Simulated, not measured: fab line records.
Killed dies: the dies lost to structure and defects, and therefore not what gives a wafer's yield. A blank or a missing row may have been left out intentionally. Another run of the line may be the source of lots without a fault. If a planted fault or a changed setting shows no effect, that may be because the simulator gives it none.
fab line records -- flow n5-finfet
record: lots: 12, wafers: 31, last-day: 16
route steps=1938 shown BEOL_M4@1083 PASSIVATION@1936
lots with no fault: from the same line, run without faults
start-h: hours from the record's first day to the start of the lot's first wafer shown -- wait-h: hours from the lot's prior step to this one -- " same as the row above -- L1.1+2: one row covering several wafers at once -- - value missing, or start not given -- * or withheld: withheld -- < > ~ a bound
route shown NAME@n: NAME is a module with steps in the file, n the number in the route of the first one -- usual: mean and standard deviation over wafers with no fault -- same: alike in all rows -- chamber/n: place in a boat -- sites: the reading at each site -- _std_site: the values' standard deviation -- _edge_site: mean of outer sites minus mean of inner sites -- radius-mm: for every site, how far away it sits from the centre of the wafer -- mask NAME#n: copy n -- behind: the last tool/chamber to shape the wafer -- hold: why the lot went on hold/how many hours it stayed there/how the hold came to an end -- device: whichever transistor did not switch (one of n, p or np) -- end of line: the tests these same wafers got at the end of their route -- for a step that has no rows: nothing shown but its recipe -- killed: at the first sort, the dies lost to defects and structure; wafer yield is something else -- map: dies across one wafer; x = killed, . = not, _ = none there
set.NAME: the setting that was run; set.NAME@STEP: the one run at that earlier step -- model.NAME: the simulator's own value behind a step, which no gauge read
one table for each step of the route and one row for each wafer, over a sample of lots
services: a tool's chamber out of use, with start hour (start-h, from the record's first day; less than 0 if before it), hours out, and reason
== steps ==
step: N5_BEOL_M4_CVD_47
recipe: material: Co, target-thk-a: 30, temp-c: withheld, precursor: CCTBA/H2, pressure-torr: 30, time-s: 223.8
usual: run-length-s: 246.9/0.51
lot.wafer,tool,chamber,start-h,wait-h,run-length-s
L586.2,cvd-co-02,1,177.62,0.0,247.3
L586.4,cvd-co-02,1,177.62,0.0,247.5
L586.6,cvd-co-02,2,177.62,0.0,246.6
L585.3,cvd-co-01,2,177.78,0.1,246.3
L585.4,cvd-co-01,2,177.78,0.1,246.2
L583.1,cvd-co-02,1,182.50,0.1,246.7
L583.3,cvd-co-02,2,182.50,0.1,247.1
L583.5,cvd-co-02,2,182.50,0.1,246.5
L587.4,cvd-co-01,2,194.47,0.1,246.0
L587.5,cvd-co-01,0,194.47,0.1,247.4
L587.6,cvd-co-01,1,194.47,0.1,247.0
L589.2,cvd-co-01,2,194.96,0.1,246.6
L589.3,cvd-co-01,0,194.96,0.1,246.5
L589.6,cvd-co-01,0,194.96,0.1,246.9
L590.1,cvd-co-02,1,202.25,0.0,246.6
L590.4,cvd-co-02,0,202.25,0.0,248.2
L590.5,cvd-co-02,2,202.25,0.0,247.1
L591.2,cvd-co-01,2,215.41,0.0,246.2
L591.4,cvd-co-01,0,215.41,0.0,246.8
L594.3,cvd-co-01,1,238.72,0.0,246.8
L594.6,cvd-co-01,0,238.72,0.0,247.5
L595.4,cvd-co-02,0,239.26,0.1,248.2
L595.5,cvd-co-02,2,239.26,0.1,246.6
L598.2,cvd-co-02,2,256.55,0.1,180.5
L598.5,cvd-co-02,0,256.55,0.1,247.6
L598.6,cvd-co-02,2,256.55,0.1,246.6
L600.2,cvd-co-02,0,264.19,0.1,181.3
L600.5,cvd-co-02,1,264.19,0.1,246.8
L600.6,cvd-co-02,0,264.19,0.1,247.4
L599.2,cvd-co-02,0,268.94,0.1,181.5
L599.5,cvd-co-02,2,268.94,0.1,246.8
step: N5_BEOL_M4_ANNEAL_49
recipe: temp-c: 400, time-s: 240, ambient: vacuum
usual: heater-power-w: 812/79, susceptor_temp_C_max: 401.0/0.4
lot.wafer,tool,chamber,start-h,wait-h,heater-power-w,susceptor_temp_C_max
L586.2,pvd-sputter-01,-,177.86,0.0,671,401.1
L586.4,pvd-sputter-01,-,177.86,0.0,826,400.4
L586.6,pvd-sputter-01,-,177.86,0.0,897,401.1
L585.3,pvd-sputter-03,-,178.07,0.0,881,402.1
L585.4,pvd-sputter-03,-,178.07,0.0,844,401.1
L583.1,pvd-sputter-03,-,182.80,0.0,886,401.7
L583.3,pvd-sputter-03,-,182.80,0.0,827,401.5
L583.5,pvd-sputter-03,-,182.80,0.0,894,401.7
L587.4,pvd-sputter-03,-,194.64,0.0,905,401.2
L587.5,pvd-sputter-03,-,194.64,0.0,848,401.5
L587.6,pvd-sputter-03,-,194.64,0.0,836,401.0
L589.2,pvd-sputter-01,-,195.35,0.0,874,400.8
L589.3,pvd-sputter-01,-,195.35,0.0,821,400.7
L589.6,pvd-sputter-01,-,195.35,0.0,687,400.9
L590.1,pvd-sputter-03,-,202.59,0.0,898,401.7
L590.4,pvd-sputter-03,-,202.59,0.0,854,401.7
L590.5,pvd-sputter-03,-,202.59,0.0,663,401.4
L591.2,pvd-sputter-03,-,215.65,0.0,849,401.0
L591.4,pvd-sputter-03,-,215.65,0.0,901,401.8
L594.3,pvd-sputter-01,-,238.97,0.0,867,400.9
L594.6,pvd-sputter-01,-,238.97,0.0,842,400.5
L595.4,pvd-sputter-03,-,239.50,0.0,846,400.8
L595.5,pvd-sputter-03,-,239.50,0.0,897,402.1
L598.2,pvd-sputter-02,-,256.83,0.0,911,400.8
L598.5,pvd-sputter-02,-,256.83,0.0,911,400.4
L598.6,pvd-sputter-02,-,256.83,0.0,758,400.8
L600.2,pvd-sputter-03,-,264.46,0.0,834,401.0
L600.5,pvd-sputter-03,-,264.46,0.0,876,401.3
L600.6,pvd-sputter-03,-,264.46,0.0,652,401.0
L599.2,pvd-sputter-02,-,269.38,0.0,845,400.5
L599.5,pvd-sputter-02,-,269.38,0.0,788,401.0
step: N5_BEOL_M4_SPUTTER_86
recipe: material: Cu, target-thk-a: 45, temp-c: -20, chamber-pressure-pa: 0.07, power-w: withheld, time-s: 8.29
usual: throttle-valve-pct: 29.6/0.85
lot.wafer,tool,chamber,start-h,wait-h,throttle-valve-pct
L586.2,pvd-sputter-01,-,178.44,0.1,29.5
L586.4,pvd-sputter-01,-,178.44,0.1,29.4
L586.6,pvd-sputter-01,-,178.44,0.1,29.7
L585.3,pvd-sputter-03,-,178.65,0.1,30.2
L585.4,pvd-sputter-03,-,178.65,0.1,29.6
L583.1,pvd-sputter-03,-,183.38,0.1,30.3
L583.3,pvd-sputter-03,-,183.38,0.1,29.6
L583.5,pvd-sputter-03,-,183.38,0.1,30.3
L587.4,pvd-sputter-03,-,195.22,0.1,30.4
L587.5,pvd-sputter-03,-,195.22,0.1,30.4
L587.6,pvd-sputter-03,-,195.22,0.1,29.7
L589.2,pvd-sputter-01,-,195.93,0.1,29.9
L589.3,pvd-sputter-01,-,195.93,0.1,29.4
L589.6,pvd-sputter-01,-,195.93,0.1,29.8
L590.1,pvd-sputter-03,-,203.17,0.1,30.4
L590.4,pvd-sputter-03,-,203.17,0.1,30.5
L590.5,pvd-sputter-03,-,203.17,0.1,29.1
L591.2,pvd-sputter-03,-,216.23,0.1,29.9
L591.4,pvd-sputter-03,-,216.23,0.1,30.5
L594.3,pvd-sputter-01,-,239.55,0.1,29.9
L594.6,pvd-sputter-01,-,239.55,0.1,27.3
L595.4,pvd-sputter-03,-,240.08,0.1,30.0
L595.5,pvd-sputter-03,-,240.08,0.1,30.2
L598.2,pvd-sputter-02,-,257.41,0.1,30.7
L598.5,pvd-sputter-02,-,257.41,0.1,30.6
L598.6,pvd-sputter-02,-,257.41,0.1,30.9
L600.2,pvd-sputter-03,-,265.04,0.1,29.5
L600.5,pvd-sputter-03,-,265.04,0.1,30.5
L600.6,pvd-sputter-03,-,265.04,0.1,29.0
L599.2,pvd-sputter-02,-,270.04,0.1,29.5
L599.5,pvd-sputter-02,-,270.04,0.1,29.2
step: N5_BEOL_M4_ANNEAL_87
recipe: temp-c: 400, time-s: 240, ambient: vacuum
usual: heater-power-w: 814/79, susceptor_temp_C_max: 401.0/0.42
lot.wafer,tool,chamber,start-h,wait-h,heater-power-w,susceptor_temp_C_max
L586.2,pvd-sputter-01,-,178.52,0.0,676,401.3
L586.4,pvd-sputter-01,-,178.52,0.0,866,400.6
L586.6,pvd-sputter-01,-,178.52,0.0,908,401.0
L585.3,pvd-sputter-03,-,178.73,0.0,897,402.4
L585.4,pvd-sputter-03,-,178.73,0.0,864,400.6
L583.1,pvd-sputter-03,-,183.46,0.0,886,401.6
L583.3,pvd-sputter-03,-,183.46,0.0,839,400.9
L583.5,pvd-sputter-03,-,183.46,0.0,900,401.8
L587.4,pvd-sputter-03,-,195.30,0.0,910,401.7
L587.5,pvd-sputter-03,-,195.30,0.0,847,401.1
L587.6,pvd-sputter-03,-,195.30,0.0,841,400.8
L589.2,pvd-sputter-01,-,196.01,0.0,879,400.4
L589.3,pvd-sputter-01,-,196.01,0.0,829,401.1
L589.6,pvd-sputter-01,-,196.01,0.0,663,401.0
L590.1,pvd-sputter-03,-,203.25,0.0,907,402.0
L590.4,pvd-sputter-03,-,203.25,0.0,843,401.0
L590.5,pvd-sputter-03,-,203.25,0.0,658,401.0
L591.2,pvd-sputter-03,-,216.31,0.0,843,401.3
L591.4,pvd-sputter-03,-,216.31,0.0,885,401.8
L594.3,pvd-sputter-01,-,239.63,0.0,873,400.5
L594.6,pvd-sputter-01,-,239.63,0.0,851,400.8
L595.4,pvd-sputter-03,-,240.16,0.0,840,401.3
L595.5,pvd-sputter-03,-,240.16,0.0,874,402.0
L598.2,pvd-sputter-02,-,257.49,0.0,916,400.6
L598.5,pvd-sputter-02,-,257.49,0.0,898,401.0
L598.6,pvd-sputter-02,-,257.49,0.0,753,401.1
L600.2,pvd-sputter-03,-,265.12,0.0,841,400.9
L600.5,pvd-sputter-03,-,265.12,0.0,890,402.4
L600.6,pvd-sputter-03,-,265.12,0.0,657,400.8
L599.2,pvd-sputter-02,-,270.13,0.0,853,400.6
L599.5,pvd-sputter-02,-,270.13,0.0,785,401.0
step: N5_BEOL_M4_RC_MEAS_101
usual: DIBL_N: 36.9/2.1, DIBL_P: 37.1/2.5, IOFF_N: 0.17/0.039, IOFF_P: 0.23/0.043, ION_N: 673/15, ION_P: 462/9.1, SS_N: 71.8/0.69, SS_P: 73.6/0.74, VT_N: 250/3.6, VT_P: -249.7/2.9
lot.wafer,tool,chamber,start-h,wait-h,DIBL_N[mV/V],DIBL_P[mV/V],IOFF_N[nA/um],IOFF_P[nA/um],ION_N[uA/um],ION_P[uA/um],SS_N[mV/dec],SS_P[mV/dec],VT_N[mV],VT_P[mV]
L586.2,prober-01,0,180.79,0.2,33.5,33.0,0.12,0.17,677,465,70.8,72.1,254,-252.8
L586.4,prober-01,0,180.79,0.2,35.6,35.0,0.15,0.19,665,453,71.1,72.9,249,-252.3
L586.6,prober-01,0,180.79,0.2,35.8,35.6,0.14,0.19,667,452,70.7,73.2,251,-250.6
L585.3,prober-02,0,181.22,0.3,40.9,43.9,0.29,0.35,703,476,72.5,75.0,241,-245.6
L585.4,prober-02,0,181.22,0.3,39.4,41.2,0.23,0.29,682,461,72.1,74.2,245,-245.4
L583.1,prober-01,0,185.58,0.0,37.9,37.0,0.18,0.19,674,447,71.8,73.2,248,-249.9
L583.3,prober-01,0,185.58,0.0,39.5,40.3,0.22,0.23,687,456,71.9,74.3,247,-250.1
L583.5,prober-01,0,185.58,0.0,37.5,36.5,0.16,0.17,664,444,72.2,73.8,253,-252.8
L587.4,prober-02,0,197.94,0.5,35.4,35.1,0.14,0.20,662,456,71.9,74.4,255,-251.6
L587.5,prober-02,0,197.94,0.5,34.6,34.5,0.14,0.19,659,451,72.0,73.8,254,-250.6
L587.6,prober-02,0,197.94,0.5,37.6,37.6,0.18,0.22,683,469,72.3,74.3,251,-250.2
L589.2,prober-01,0,198.34,0.2,35.2,34.9,0.13,0.19,657,453,71.6,72.6,254,-252.9
L589.3,prober-01,0,198.34,0.2,38.6,38.4,0.20,0.26,673,462,71.9,73.9,250,-246.8
L589.6,prober-01,0,198.34,0.2,39.4,39.8,0.21,0.27,680,467,71.9,73.5,245,-245.6
L590.1,prober-02,0,205.37,0.0,36.1,34.1,0.13,0.19,668,461,70.6,72.6,256,-251.9
L590.4,prober-02,0,205.37,0.0,36.6,36.1,0.14,0.22,676,470,71.1,72.7,251,-249.4
L590.5,prober-02,0,205.37,0.0,36.8,36.1,0.15,0.23,654,456,71.0,73.3,252,-248.9
L591.2,prober-02,0,218.58,0.2,34.7,36.2,0.14,0.21,661,459,71.6,73.8,252,-247.3
L591.4,prober-02,0,218.58,0.2,37.2,38.4,0.19,0.25,668,466,72.7,74.6,249,-244.8
L594.3,prober-01,0,242.07,0.3,32.4,32.4,0.10,0.16,649,451,70.4,72.7,258,-252.9
L594.6,prober-01,0,242.07,0.3,36.7,37.9,0.17,0.26,680,476,71.5,74.5,250,-247.2
L595.4,prober-02,0,242.76,0.5,37.6,40.2,0.22,0.29,682,468,72.4,73.5,249,-247.1
L595.5,prober-02,0,242.76,0.5,35.9,36.7,0.16,0.21,663,455,72.2,73.3,254,-252.4
L598.2,prober-02,0,259.98,0.2,39.5,38.7,0.20,0.21,673,460,72.6,74.1,250,-253.2
L598.5,prober-02,0,259.98,0.2,39.0,40.2,0.19,0.24,670,459,71.9,74.9,248,-250.4
L598.6,prober-02,0,259.98,0.2,37.3,38.4,0.16,0.21,678,463,71.5,73.8,250,-253.3
L600.2,prober-01,0,267.39,0.2,39.1,39.0,0.23,0.26,689,473,72.1,73.4,244,-245.7
L600.5,prober-01,0,267.39,0.2,35.9,36.4,0.16,0.21,673,457,71.3,73.0,250,-250.8
L600.6,prober-01,0,267.39,0.2,40.5,42.4,0.25,0.31,701,476,72.7,74.5,246,-247.9
L599.2,prober-01,0,272.54,0.2,40.2,41.3,0.22,0.28,700,472,72.7,73.9,248,-246.3
L599.5,prober-01,0,272.54,0.2,40.3,41.2,0.20,0.27,695,474,72.6,73.8,246,-246.3
step: N5_PASSIVATION_PROBE_49
usual: defect-limited-yield: 91.3/1.4, killed_at_M0_to_M3: 32/9.5, killed_at_M4_up: 14/5.2, killed-at-contacts: 13/5.7, killed-at-front-end: 41/12, killed-at-other: 3.5/2.6, killed-dies: 103/17, killed-open: 68/14, killed-short: 32/7, sort_bin_4_leakage: 0.01/0.051, sort_bin_5_function: 5.0/0.91, sort_bin_6_memory: 3.3/0.7, sort_bin_8_speed: 0.03/0.22, sort-n-pass: 1076/17, sort-yield-pct: 91.2/1.4
same: gross-dies: 1180, killed-at-back-side: 0
lot.wafer,tool,chamber,start-h,wait-h,defect-limited-yield[%],killed_at_M0_to_M3,killed_at_M4_up,killed-at-contacts,killed-at-front-end,killed-at-other,killed-dies,killed-open,killed-short,sort_bin_4_leakage[%],sort_bin_5_function[%],sort_bin_6_memory[%],sort_bin_8_speed[%],sort-n-pass,sort-yield-pct[%]
L598.5,prober-01,-,358.93,0.2,92.0,31,18,13,31,1,94,59,33,0,4.5,3.0,0,1086,92.0
killed by level:class
L598.5 MOL_CONTACT_COAG:geometric-particle:open=11 BEOL_M3:geometric-particle:open=7 BEOL_M4:geometric-particle:short=7 FIN_SAQP:geometric-particle:open=6 BEOL_M0_SAQP:geometric-particle:open=6 BEOL_M0_SAQP:geometric-particle:short=6 BEOL_M4:geometric-particle:open=5 DUMMY_GATE:geometric-particle:open=4
== services ==
tool,chamber,start-h,hours,kind
cvd-co-02,0,178.70,4.6,repair
cvd-co-02,-,261.61,0.6,repair
== key ==
first-sign: step: N5_BEOL_M4_CVD_47, reading: run-length-s, direction: down, sigmas: 99+, usual: *, struck: *
effect none on later readings
met-at N5_BEOL_M4_CVD_47
struck-lots L598,L599,L600
struck-wafers L598.2,L599.2,L600.2
baseline-loss: step: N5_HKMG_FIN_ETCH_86, wafers: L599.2
not-acting-at N5_BEOL_M4_ANNEAL_49,N5_BEOL_M4_SPUTTER_86,N5_BEOL_M4_ANNEAL_87
onset-between 239.26 256.55
fault: kind: process-parameter-drift, tool: cvd-co-02, chamber: -, onset-h: 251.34, steps: N5_BEOL_M4_CVD_47, channel: time-s, offset: *, shape: step, end-h: 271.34, scope: struck-wafers-only, acts-in: *, stated: *
baseline-loss: these wafers lose ten dies or more at that step, a loss of the line's own and not of a fault; the sort's usual values leave them out
